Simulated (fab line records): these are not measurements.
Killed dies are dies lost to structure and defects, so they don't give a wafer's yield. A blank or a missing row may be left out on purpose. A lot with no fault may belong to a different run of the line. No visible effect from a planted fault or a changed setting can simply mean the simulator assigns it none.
fab line records	flow n5-finfet
record lots=7	wafers=21
route steps=1938 shown BEOL_M0_SAQP@686 BEOL_M1@753 BEOL_M2@881 BEOL_M3@959 BEOL_M5@1141 BEOL_M6@1198
start-h: start of the lot's first displayed wafer, in hours after the record's first day	wait-h: how many hours have passed since the lot's step before this one	" same as the row above	L1.1+2: several wafers, shown together as one row	- no value present, or no start provided	* or withheld: withheld	< > ~ a bound
route shown NAME@n: NAME is a module with steps in the file, n the number in the route of the first one	usual: mean/standard deviation of fault-free wafers	same: alike in all rows	chamber/n: place in a boat	sites: each site's reading	_std_site: standard deviation across them	_edge_site: the outer-site mean with the inner-site mean subtracted	radius-mm: for every site, how far away it sits from the centre of the wafer	mask NAME#n: copy n	behind: the most recent tool/chamber to have shaped the wafer	hold: reason for holding the lot/hours on hold/outcome of the hold	device: whichever transistor did not switch (one of n, p or np)	end of line: the tests these same wafers got at the end of their route	for a step that has no rows: nothing shown but its recipe	killed: not the wafer's yield, but the dies lost to structure and defects at the first sort	map: dies across one wafer; x = killed, . = not, _ = none there
set.NAME: the setting the step ran with; set.NAME@STEP: the setting that earlier step ran with	model.NAME: the simulator's own value behind a step, which no gauge read
lots where settings were altered on purpose, with a table for each step and a row for each wafer
## steps
# step N5_BEOL_M0_SAQP_EXPOSE_37
# recipe mask-id=M0_CUT1	na=0.33	source-shape=annular	sigma-inner=0.35	sigma-outer=0.8	polarization=unpolarized	target-cd-nm=30	dose-mj=44.75
lot.wafer	tool	chamber	start-h	wait-h	mask	set.dose-mj
L078.1+2+6	euv-scanner-01	0	138.88	-	M0_CUT1#0	44.75
L079.1+5	euv-scanner-02	0	143.69	-	M0_CUT1#0	44.75
L079.3	"	0	"	"	M0_CUT1#0	46.16
L080.2	euv-scanner-01	0	147.57	-	M0_CUT1#0	43.29
L080.3+4	"	0	"	"	M0_CUT1#0	44.75
L082.2+6	euv-scanner-02	0	161.13	-	M0_CUT1#0	44.75
L082.5	"	0	"	"	M0_CUT1#0	42.5
L084.4+5+6	euv-scanner-02	0	174.23	-	M0_CUT1#0	44.75
L093.1+3	euv-scanner-01	0	228.77	-	M0_CUT1#0	44.75
L093.4	"	0	"	"	M0_CUT1#0	46.1
L097.1+3+6	euv-scanner-02	0	249.09	-	M0_CUT1#0	44.75
# step N5_BEOL_M0_SAQP_PEB_38
# recipe peb-temp-c=100	peb-time-s=60	resist=CAR-EUV
# step N5_BEOL_M0_SAQP_DEVELOP_39
# recipe develop-time-s=30	developer=TMAH	resist=CAR-EUV	rinse-liquid=surfactant-rinse	dry=air-spin	dev-temp-c=23
lot.wafer	tool	chamber	start-h	wait-h	set.spin-rpm@BEOL_M0_SAQP_COAT_34	model.CAR-EUV_of_BEOL_M0_SAQP_COAT_34.thk-nm
L078.1+6	litho-track-05	0	-	-	1554	29.2
L078.2	"	0	"	"	1500	29.8
L079.1+3	litho-track-02	0	-	-	1500	29.6
L079.5	"	0	"	"	1591	28.8
L080.2+4	litho-track-04	0	-	-	1500	29.8
L080.3	"	0	"	"	1500	29.6
L082.2	litho-track-02	0	-	-	1379	30.8
L082.5+6	"	0	"	"	1500	29.6
L084.4+5+6	litho-track-05	0	-	-	1500	29.6
L093.1+3+4	litho-track-04	0	-	-	1500	29.6
L097.1+6	litho-track-05	0	-	-	1500	29.8
L097.3	"	0	"	"	1500	29.6
# step N5_BEOL_M0_SAQP_DESCUM_45
# recipe chemistry=O2	time-s=7	source-power-w=50	bias-power-w=20	pressure-mtorr=20	rf-frequency-hz=2.712e+07	temp-c=40	resist=CAR-EUV	o2-flow-sccm=225
lot.wafer	tool	chamber	start-h	wait-h	set.spin-rpm@BEOL_M0_SAQP_COAT_34	set.dose-mj@BEOL_M0_SAQP_EXPOSE_37	model.CAR-EUV_of_BEOL_M0_SAQP_COAT_34.thk-nm	model.BEOL_M0_SAQP.cd-nm
L078.1+6	rie-diel-02	2	139.20	0.1	1554	44.75	25.6	30
L078.2	"	0	"	"	1500	44.75	26.4	30
L079.1	rie-diel-02	2	143.95	0.0	1500	44.75	26.2	29.8
L079.3	"	1	"	"	1500	46.16	26.2	30.6
L079.5	"	0	"	"	1591	44.75	25.2	30
L080.2	rie-diel-02	2	147.83	0.0	1500	43.29	26.2	29
L080.3+4	"	0,1	"	"	1500	44.75	26.2	29.8
L082.2	rie-diel-04	3	161.43	0.1	1379	44.75	27.4	30.2
L082.5	"	1	"	"	1500	42.5	26.2	28.8
L082.6	"	2	"	"	1500	44.75	26.2	30.2
L084.4+5	rie-diel-02	2,0	174.47	0.0	1500	44.75	26.2	29.8
L084.6	"	3	"	"	1500	44.75	26	29.8
L093.1	rie-diel-02	2	229.03	0.0	1500	44.75	26.2	29.8
L093.3	"	1	"	"	1500	44.75	26	30.2
L093.4	"	0	"	"	1500	46.1	26.2	30.8
L097.1+6	rie-diel-04	1	249.35	0.0	1500	44.75	26.4	30
L097.3	"	2	"	"	1500	44.75	26.2	30
# step N5_BEOL_M0_SAQP_ETCH_88
# recipe chemistry=N2/H2	target=underlayer	target-depth-a=65	time-s=5.2	ion-energy-ev=200	mask-material=CAR-EUV	pressure-mtorr=30	source-w=840	bias-w=150	n2-flow-sccm=200	h2-flow-sccm=200	ends=cleared
lot.wafer	tool	chamber	start-h	wait-h	set.dose-mj@BEOL_M0_SAQP_EXPOSE_37	model.BEOL_M0_SAQP.cd-nm
L078.1+2	rie-diel-02	2,0	139.23	0.0	44.75	30
L078.6	"	2	"	"	44.75	30.2
L079.1	rie-diel-02	2	143.98	0.0	44.75	29.8
L079.3	"	1	"	"	46.16	30.4
L079.5	"	0	"	"	44.75	30.2
L080.2	rie-diel-02	2	147.86	0.0	43.29	29
L080.3+4	"	0,1	"	"	44.75	29.8
L082.2	rie-diel-04	3	161.46	0.0	44.75	30.2
L082.5	"	1	"	"	42.5	28.8
L082.6	"	2	"	"	44.75	30
L084.4	rie-diel-02	2	174.50	0.0	44.75	30
L084.5	"	0	"	"	44.75	29.8
L084.6	"	3	"	"	44.75	29.6
L093.1	rie-diel-02	2	229.06	0.0	44.75	30
L093.3	"	1	"	"	44.75	30.2
L093.4	"	0	"	"	46.1	30.8
L097.1+3+6	rie-diel-04	1,2,1	249.38	0.0	44.75	30
# step N5_BEOL_M0_SAQP_ETCH_73
# recipe chemistry=CF4	target=SiARC	target-depth-a=195	mask-material=CAR-EUV	time-s=32.5	ion-energy-ev=80	pressure-mtorr=40	source-w=545	bias-w=36	Ar_flow_sccm=100	cf4-flow-sccm=100	ends=cleared
lot.wafer	tool	chamber	start-h	wait-h	set.dose-mj@BEOL_M0_SAQP_EXPOSE_37	model.BEOL_M0_SAQP.cd-nm
L078.1+2+6	rie-diel-02	2,0,2	139.25	0.0	44.75	30
L079.1	rie-diel-02	2	144.00	0.0	44.75	29.8
L079.3	"	1	"	"	46.16	30.4
L079.5	"	0	"	"	44.75	30
L080.2	rie-diel-02	2	147.88	0.0	43.29	28.8
L080.3+4	"	0,1	"	"	44.75	29.8
L082.2+6	rie-diel-04	3,2	161.48	0.0	44.75	30.2
L082.5	"	1	"	"	42.5	29
L084.4	rie-diel-02	2	174.52	0.0	44.75	30
L084.5	"	0	"	"	44.75	29.8
L084.6	"	3	"	"	44.75	29.6
L093.1	rie-diel-02	2	229.08	0.0	44.75	30
L093.3	"	1	"	"	44.75	30.2
L093.4	"	0	"	"	46.1	31
L097.1	rie-diel-04	1	249.40	0.0	44.75	30.2
L097.3+6	"	2,1	"	"	44.75	30
# step N5_BEOL_M1_PECVD_72
# recipe material=SiO2	target-thk-a=160	temp-c=400	precursor=TEOS/O2	pressure-torr=5.5	rf-w=450	teos-flow-sccm=53.8	gas=O2	flow-sccm=3000	time-s=18
lot.wafer	tool	chamber	start-h	wait-h	set.temp-c	model.SiO2_of_BEOL_M1_PECVD_72.thk-nm
L078.1	pecvd-01	0	145.56	0.0	407.8	15.4
L078.2	"	1	"	"	400	15.8
L078.6	"	2	"	"	400	16.2
L079.1+5	pecvd-02	2,0	151.56	0.0	400	16
L079.3	"	2	"	"	400	16.2
L080.2	pecvd-01	2	154.28	0.0	387.1	17.4
L080.3	"	1	"	"	400	16
L080.4	"	0	"	"	400	16.4
L082.2+5	pecvd-02	2,0	169.67	0.0	412.2	14.6
L082.6	"	2	"	"	400	16.2
L084.4	pecvd-01	1	181.95	0.1	400	16.4
L084.5	"	0	"	"	400	16.6
L084.6	"	2	"	"	391.3	17.4
L093.1	pecvd-02	1	237.35	0.0	406.2	15.2
L093.3	"	0	"	"	400	16
L093.4	"	2	"	"	406.2	15.8
L097.1	pecvd-01	2	266.35	0.0	400	15.8
L097.3+6	"	0,1	"	"	400	16
# step N5_BEOL_M1_COAT_05
# recipe resist=CAR-EUV	spin-rpm=1500	resist-thk-nm=30
lot.wafer	tool	chamber	start-h	wait-h	set.spin-rpm	model.CAR-EUV_of_BEOL_M1_COAT_05.thk-nm
L078.1+6	litho-track-01	0	-	-	1500	30.2
L078.2	"	0	"	"	1437	30.8
L079.1	litho-track-02	0	-	-	1500	30.2
L079.3	"	0	"	"	1543	29.6
L079.5	"	0	"	"	1543	29.8
L080.2	litho-track-02	0	-	-	1500	30
L080.3	"	0	"	"	1500	30.2
L080.4	"	0	"	"	1582	29.4
L082.2+6	litho-track-01	0	-	-	1500	30
L082.5	"	0	"	"	1448	30.6
L084.4	litho-track-01	0	-	-	1616	29
L084.5+6	"	0	"	"	1500	30
L093.1+4	litho-track-04	0	-	-	1423	30.8
L093.3	"	0	"	"	1500	30
L097.1+3+6	litho-track-04	0	-	-	1500	30
# step N5_BEOL_M1_EBR_07
# recipe solvent=PGMEA	ebr-width-mm=1.5
# step N5_BEOL_M1_SOFTBAKE_06
# recipe temp-c=110	time-s=60	resist=CAR-EUV
# step N5_BEOL_M1_EXPOSE_08
# recipe mask-id=M1	na=0.33	source-shape=dipole	sigma-inner=0.369	sigma-outer=0.767	polarization=unpolarized	dose-mj=33
# step N5_BEOL_M1_PEB_09
# recipe peb-temp-c=100	peb-time-s=60	resist=CAR-EUV
# step N5_BEOL_M1_DEVELOP_10
# recipe develop-time-s=30	developer=TMAH	resist=CAR-EUV	rinse-liquid=surfactant-rinse	dry=air-spin	dev-temp-c=23
lot.wafer	tool	chamber	start-h	wait-h	set.spin-rpm@BEOL_M1_COAT_05	model.CAR-EUV_of_BEOL_M1_COAT_05.thk-nm
L078.1+6	litho-track-04	0	-	-	1500	29.6
L078.2	"	0	"	"	1437	30.4
L079.1	litho-track-04	0	-	-	1500	29.8
L079.3	"	0	"	"	1543	29.2
L079.5	"	0	"	"	1543	29.4
L080.2+3	litho-track-01	0	-	-	1500	29.6
L080.4	"	0	"	"	1582	28.8
L082.2+6	litho-track-01	0	-	-	1500	29.6
L082.5	"	0	"	"	1448	30.2
L084.4	litho-track-04	0	-	-	1616	28.6
L084.5+6	"	0	"	"	1500	29.6
L093.1+4	litho-track-04	0	-	-	1423	30.4
L093.3	"	0	"	"	1500	29.6
L097.1	litho-track-04	0	-	-	1500	29.4
L097.3+6	"	0	"	"	1500	29.6
# step N5_BEOL_M1_STRIP_97
# recipe chemistry=N2/H2	time-s=10	power-w=450	temp-c=40	pressure-mtorr=20	rf-frequency-hz=6e+07	bias-power-w=7	n2-flow-sccm=200	h2-flow-sccm=200
# step N5_BEOL_M1_HM_STRIP_39
# recipe chemistry=peroxide-tin-strip	material=TiN	target-depth-a=250	temp-c=50	time-s=158
lot.wafer	tool	chamber	start-h	wait-h	set.temp-c@BEOL_M1_PECVD_72	model.SiO2_of_BEOL_M1_PECVD_72.thk-nm
L078.1	wet-bench-05	7	149.52	0.0	407.8	15.2
L078.2	"	6	"	"	400	15.8
L078.6	"	2	"	"	400	16
L079.1+5	wet-bench-02	4,3	156.67	0.0	400	15.8
L079.3	"	0	"	"	400	16
L080.2	wet-bench-02	7	161.87	0.0	387.1	17.2
L080.3	"	4	"	"	400	15.8
L080.4	"	6	"	"	400	16.4
L082.2+5	wet-bench-03	1,0	175.32	0.0	412.2	14.4
L082.6	"	5	"	"	400	16.2
L084.4	wet-bench-03	7	184.90	0.0	400	16.2
L084.5	"	6	"	"	400	16.6
L084.6	"	5	"	"	391.3	17.2
L093.1	wet-bench-05	2	241.17	0.0	406.2	15
L093.3	"	1	"	"	400	15.8
L093.4	"	4	"	"	406.2	15.8
L097.1+3+6	wet-bench-05	6,3,2	274.37	0.0	400	15.8
# step N5_BEOL_M2_ETCH_69
# recipe chemistry=CF4	target=SiARC	target-depth-a=156	mask-material=CAR-EUV	time-s=26	ion-energy-ev=80	pressure-mtorr=40	source-w=545	bias-w=36	Ar_flow_sccm=100	cf4-flow-sccm=100	ends=cleared
# usual rf-vpp-V=184.3/1
lot.wafer	tool	chamber	start-h	wait-h	set.bias-w	rf-vpp-V
L078.1	rie-diel-03	0	157.17	0.0	36	185.5
L078.2	"	2	"	"	36	183.9
L078.6	"	2	"	"	36	184.5
L079.1	rie-diel-03	2	163.13	0.0	40.11	197.1
L079.3	"	3	"	"	40.11	197.5
L079.5	"	3	"	"	40.11	194.7
L080.2	rie-diel-01	1	171.14	0.0	38.43	193.0
L080.3	"	2	"	"	36	184.7
L080.4	"	0	"	"	38.43	193.1
L082.2	rie-diel-03	0	182.61	0.0	31.5	170.1
L082.5	"	1	"	"	31.5	169.0
L082.6	"	2	"	"	36	183.6
L084.4	rie-diel-03	3	193.04	0.0	36	185.1
L084.5	"	2	"	"	30.49	164.8
L084.6	"	1	"	"	30.49	165.0
L093.1	rie-diel-01	1	249.21	0.0	36	185.6
L093.3	"	0	"	"	33.24	175.9
L093.4	"	3	"	"	33.24	175.4
L097.1	rie-diel-03	1	283.51	0.0	36	183.3
L097.3	"	0	"	"	36	184.2
L097.6	"	1	"	"	36	184.5
# step N5_BEOL_M3_COAT_76
# recipe resist=underlayer	temp-c=205	time-s=60	spin-rpm=1500	resist-thk-nm=5
lot.wafer	tool	chamber	start-h	wait-h	set.spin-rpm
L078.1+2	litho-track-01	0	-	-	1615
L078.6	"	0	"	"	1500
L079.1+5	litho-track-03	0	-	-	1429
L079.3	"	0	"	"	1500
L080.2+4	litho-track-04	0	-	-	1500
L080.3	"	0	"	"	1443
L082.2+6	litho-track-01	0	-	-	1639
L082.5	"	0	"	"	1500
L084.4+5+6	litho-track-04	0	-	-	1500
L093.1+3	litho-track-04	0	-	-	1500
L093.4	"	0	"	"	1551
L097.1+3+6	litho-track-03	0	-	-	1500
# step N5_BEOL_M3_COAT_22
# recipe resist=CAR-EUV	spin-rpm=1500	resist-thk-nm=30
# step N5_BEOL_M3_EBR_24
# recipe solvent=PGMEA	ebr-width-mm=1.5
# step N5_BEOL_M3_DESCUM_33
# recipe chemistry=O2	time-s=7	source-power-w=50	bias-power-w=20	pressure-mtorr=20	rf-frequency-hz=2.712e+07	temp-c=40	resist=CAR-EUV	o2-flow-sccm=225
# step N5_BEOL_M3_ETCH_77
# recipe chemistry=N2/H2	target=underlayer	target-depth-a=65	mask-material=CAR-EUV	time-s=5.2	ion-energy-ev=200	pressure-mtorr=30	source-w=840	bias-w=150	n2-flow-sccm=200	h2-flow-sccm=200	ends=cleared
lot.wafer	tool	chamber	start-h	wait-h	set.spin-rpm@BEOL_M3_COAT_76	model.etch.depth-nm
L078.1+2	rie-diel-04	2,1	167.38	0.0	1615	4.81
L078.6	"	2	"	"	1500	4.992
L079.1	rie-diel-02	1	171.83	0.0	1429	5.135
L079.3	"	0	"	"	1500	5.001
L079.5	"	0	"	"	1429	5.146
L080.2	rie-diel-02	3	178.38	0.0	1500	4.999
L080.3	"	1	"	"	1443	5.122
L080.4	"	0	"	"	1500	5.026
L082.2	rie-diel-04	1	191.67	0.0	1639	4.762
L082.5	"	1	"	"	1500	4.97
L082.6	"	0	"	"	1639	4.766
L084.4	rie-diel-05	3	205.52	0.0	1500	5.023
L084.5	"	0	"	"	1500	5.016
L084.6	"	3	"	"	1500	5.043
L093.1	rie-diel-02	1	259.23	0.0	1500	5.003
L093.3	"	0	"	"	1500	5.005
L093.4	"	3	"	"	1551	4.923
L097.1	rie-diel-02	1	301.36	0.0	1500	4.999
L097.3	"	0	"	"	1500	5.007
L097.6	"	2	"	"	1500	5.019
# step N5_BEOL_M5_COAT_74
# recipe resist=underlayer	temp-c=205	time-s=60	spin-rpm=1500	resist-thk-nm=5
lot.wafer	tool	chamber	start-h	wait-h	set.spin-rpm
L078.1+2+6	litho-track-01	0	-	-	1500
L079.1+5	litho-track-05	0	-	-	1500
L079.3	"	0	"	"	1573
L080.2+3+4	litho-track-03	0	-	-	1500
L082.2	litho-track-05	0	-	-	1383
L082.5+6	"	0	"	"	1500
L084.4+6	litho-track-01	0	-	-	1500
L084.5	"	0	"	"	1644
L093.1+4	litho-track-05	0	-	-	1500
L093.3	"	0	"	"	1383
L097.1+3+6	litho-track-01	0	-	-	1500
# step N5_BEOL_M5_EXPOSE_25
# recipe mask-id=V4	na=0.33	source-shape=quasar	sigma-inner=0.2	sigma-outer=0.6	polarization=unpolarized	defocus-nm=10	dose-mj=52.75
lot.wafer	tool	chamber	start-h	wait-h	mask	set.dose-mj
L078.1+2+6	euv-scanner-02	0	189.42	-	V4#0	52.75
L079.1+3+5	euv-scanner-02	0	195.74	-	V4#0	52.75
L080.2+3	euv-scanner-02	0	203.70	-	V4#0	55.88
L080.4	"	0	"	"	V4#0	52.75
L082.2+5+6	euv-scanner-02	0	213.54	-	V4#0	52.75
L084.4+5	euv-scanner-01	0	232.11	-	V4#0	52.75
L084.6	"	0	"	"	V4#0	55.96
L093.1+3	euv-scanner-02	0	287.36	-	V4#0	49.83
L093.4	"	0	"	"	V4#0	52.75
L097.1+3+6	euv-scanner-02	0	333.51	-	V4#0	52.75
# step N5_BEOL_M5_PEB_26
# recipe peb-temp-c=100	peb-time-s=60	resist=CAR-EUV
# step N5_BEOL_M5_DEVELOP_27
# recipe develop-time-s=30	developer=TMAH	resist=CAR-EUV	rinse-liquid=surfactant-rinse	dry=air-spin	dev-temp-c=23
# step N5_BEOL_M5_CD_MEAS_28
# recipe target-cd-nm=30.6	landing-energy-ev=500	detector=se-inlens	target-cd-y-nm=20	polarity=opening
# usual cd-nm=30.60/0.25
lot.wafer	tool	chamber	start-h	wait-h	set.dose-mj@BEOL_M5_EXPOSE_25	cd-nm
L078.1	cd-sem-02	0	189.56	-	52.75	30.76
L078.2	"	0	"	"	52.75	30.30
L078.6	"	0	"	"	52.75	30.45
L079.1	cd-sem-02	0	195.88	-	52.75	30.50
L079.3	"	0	"	"	52.75	30.29
L079.5	"	0	"	"	52.75	30.34
L080.2	cd-sem-03	0	203.84	-	55.88	31.81
L080.3	"	0	"	"	55.88	31.90
L080.4	"	0	"	"	52.75	30.56
L082.2	cd-sem-02	0	213.68	-	52.75	30.62
L082.5	"	0	"	"	52.75	30.50
L082.6	"	0	"	"	52.75	30.82
L084.4	cd-sem-03	0	232.23	-	52.75	30.58
L084.5	"	0	"	"	52.75	30.54
L084.6	"	0	"	"	55.96	32.06
L093.1	cd-sem-01	0	287.49	-	49.83	29.15
L093.3	"	0	"	"	49.83	28.95
L093.4	"	0	"	"	52.75	30.46
L097.1	cd-sem-03	0	333.65	-	52.75	30.26
L097.3	"	0	"	"	52.75	30.38
L097.6	"	0	"	"	52.75	30.46
# step N5_BEOL_M5_DESCUM_33
# recipe chemistry=O2	time-s=7	source-power-w=50	bias-power-w=20	pressure-mtorr=20	rf-frequency-hz=2.712e+07	temp-c=40	resist=CAR-EUV	o2-flow-sccm=225
# step N5_BEOL_M5_ETCH_75
# recipe chemistry=N2/H2	target=underlayer	target-depth-a=65	mask-material=CAR-EUV	time-s=5.2	ion-energy-ev=200	pressure-mtorr=30	source-w=840	bias-w=150	n2-flow-sccm=200	h2-flow-sccm=200	ends=cleared
lot.wafer	tool	chamber	start-h	wait-h	set.spin-rpm@BEOL_M5_COAT_74	model.etch.depth-nm
L078.1	rie-diel-04	0	189.72	0.0	1500	5.02
L078.2	"	3	"	"	1500	5.022
L078.6	"	1	"	"	1500	5.003
L079.1	rie-diel-05	1	196.37	0.0	1500	5.023
L079.3	"	3	"	"	1573	4.883
L079.5	"	2	"	"	1500	5.004
L080.2	rie-diel-05	2	204.24	0.0	1500	4.994
L080.3	"	3	"	"	1500	5.014
L080.4	"	2	"	"	1500	5.007
L082.2	rie-diel-02	3	213.87	0.0	1383	5.176
L082.5	"	1	"	"	1500	4.989
L082.6	"	2	"	"	1500	4.99
L084.4	rie-diel-02	2	232.48	0.0	1500	4.985
L084.5	"	3	"	"	1644	4.765
L084.6	"	0	"	"	1500	4.992
L093.1	rie-diel-04	2	287.77	0.0	1500	5.004
L093.3	"	3	"	"	1383	5.208
L093.4	"	0	"	"	1500	5.007
L097.1	rie-diel-02	3	333.81	0.0	1500	4.987
L097.3	"	2	"	"	1500	4.994
L097.6	"	3	"	"	1500	5.005
# step N5_BEOL_M5_ETCH_67
# recipe chemistry=CF4	target=SiARC	target-depth-a=156	mask-material=CAR-EUV	time-s=26	ion-energy-ev=80	pressure-mtorr=40	source-w=545	bias-w=36	Ar_flow_sccm=100	cf4-flow-sccm=100	ends=cleared
lot.wafer	tool	chamber	start-h	wait-h	set.dose-mj@BEOL_M5_EXPOSE_25	model.BEOL_M5.cd-nm
L078.1	rie-diel-04	0	189.74	0.0	52.75	28.4
L078.2	"	3	"	"	52.75	28.2
L078.6	"	1	"	"	52.75	28
L079.1	rie-diel-05	1	196.38	0.0	52.75	28
L079.3	"	3	"	"	52.75	28.2
L079.5	"	2	"	"	52.75	27.8
L080.2	rie-diel-05	2	204.25	0.0	55.88	29.6
L080.3	"	3	"	"	55.88	29.2
L080.4	"	2	"	"	52.75	28.2
L082.2	rie-diel-02	3	213.89	0.0	52.75	28
L082.5+6	"	1,2	"	"	52.75	27.8
L084.4	rie-diel-02	2	232.50	0.0	52.75	28.8
L084.5	"	3	"	"	52.75	28
L084.6	"	0	"	"	55.96	29.2
L093.1	rie-diel-04	2	287.79	0.0	49.83	26.4
L093.3	"	3	"	"	49.83	26.6
L093.4	"	0	"	"	52.75	27.8
L097.1+6	rie-diel-02	3	333.83	0.0	52.75	28
L097.3	"	2	"	"	52.75	27.8
# step N5_BEOL_M6_HM_DEP_02
# recipe material=TiN	target-thk-a=200	temp-c=25	chamber-pressure-pa=0.49996
lot.wafer	tool	chamber	start-h	wait-h	set.target-thk-a	model.TiN_of_BEOL_M6_HM_DEP_02.thk-nm
L078.1	pvd-sputter-02	-	198.08	0.3	200	20
L078.2	"	-	"	"	200	20.4
L078.6	"	-	"	"	200	20.2
L079.1	pvd-sputter-03	-	206.17	0.2	200	19.8
L079.3	"	-	"	"	200	19.4
L079.5	"	-	"	"	212.3	20.8
L080.2+4	pvd-sputter-01	-	214.24	1.5	175.5	17.4
L080.3	"	-	"	"	200	19.8
L082.2	pvd-sputter-01	-	223.21	1.3	200	20
L082.5	"	-	"	"	200	20.2
L082.6	"	-	"	"	181.1	18.4
L084.4	pvd-sputter-01	-	244.19	1.0	200	20.2
L084.5	"	-	"	"	184.5	18.4
L084.6	"	-	"	"	184.5	18.6
L093.1	pvd-sputter-03	-	298.19	0.0	211.2	20.6
L093.3	"	-	"	"	211.2	21
L093.4	"	-	"	"	200	20
L097.1+3	pvd-sputter-03	-	345.31	1.9	200	19.6
L097.6	"	-	"	"	200	19.8
## key
split step=N5_BEOL_M0_SAQP_EXPOSE_37	setting=dose-mj	stated=44.75	by=wafer
response step=N5_BEOL_M0_SAQP_DESCUM_45	reading=model.BEOL_M0_SAQP.cd-nm	change=+0.26	per=1%	r=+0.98
response step=N5_BEOL_M0_SAQP_ETCH_88	reading=model.BEOL_M0_SAQP.cd-nm	change=+0.228	per=1%	r=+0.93
response step=N5_BEOL_M0_SAQP_ETCH_73	reading=model.BEOL_M0_SAQP.cd-nm	change=+0.247	per=1%	r=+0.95
split step=N5_BEOL_M1_PECVD_72	setting=temp-c	stated=400	by=wafer
response step=N5_BEOL_M1_PECVD_72	reading=model.SiO2_of_BEOL_M1_PECVD_72.thk-nm	change=-0.413	per=1%	r=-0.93
response step=N5_BEOL_M1_HM_STRIP_39	reading=model.SiO2_of_BEOL_M1_PECVD_72.thk-nm	change=-0.417	per=1%	r=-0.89
split step=N5_BEOL_M1_COAT_05	setting=spin-rpm	stated=1500	by=wafer
response step=N5_BEOL_M1_COAT_05	reading=model.CAR-EUV_of_BEOL_M1_COAT_05.thk-nm	change=-0.141	per=1%	r=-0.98
response step=N5_BEOL_M1_DEVELOP_10	reading=model.CAR-EUV_of_BEOL_M1_COAT_05.thk-nm	change=-0.15	per=1%	r=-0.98
split step=N5_BEOL_M2_ETCH_69	setting=bias-w	stated=36	by=wafer
response step=N5_BEOL_M2_ETCH_69	reading=rf-vpp-V	change=+1.25	per=1%	r=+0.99
split step=N5_BEOL_M3_COAT_76	setting=spin-rpm	stated=1500	by=wafer
response step=N5_BEOL_M3_ETCH_77	reading=model.etch.depth-nm	change=-0.0241	per=1%	r=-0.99
split step=N5_BEOL_M5_COAT_74	setting=spin-rpm	stated=1500	by=wafer
response step=N5_BEOL_M5_ETCH_75	reading=model.etch.depth-nm	change=-0.0245	per=1%	r=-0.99
split step=N5_BEOL_M5_EXPOSE_25	setting=dose-mj	stated=52.75	by=wafer
response step=N5_BEOL_M5_CD_MEAS_28	reading=cd-nm	change=+0.24	per=1%	r=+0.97
response step=N5_BEOL_M5_ETCH_67	reading=model.BEOL_M5.cd-nm	change=+0.186	per=1%	r=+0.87
split step=N5_BEOL_M6_HM_DEP_02	setting=target-thk-a	stated=200	by=wafer
response step=N5_BEOL_M6_HM_DEP_02	reading=model.TiN_of_BEOL_M6_HM_DEP_02.thk-nm	change=+0.191	per=1%	r=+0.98
split outside-this-file step=N5_BEOL_M0_SAQP_COAT_34 setting=spin-rpm
# split outside-this-file: this setting was split too, and the file shows its column; the key of that split is in another file
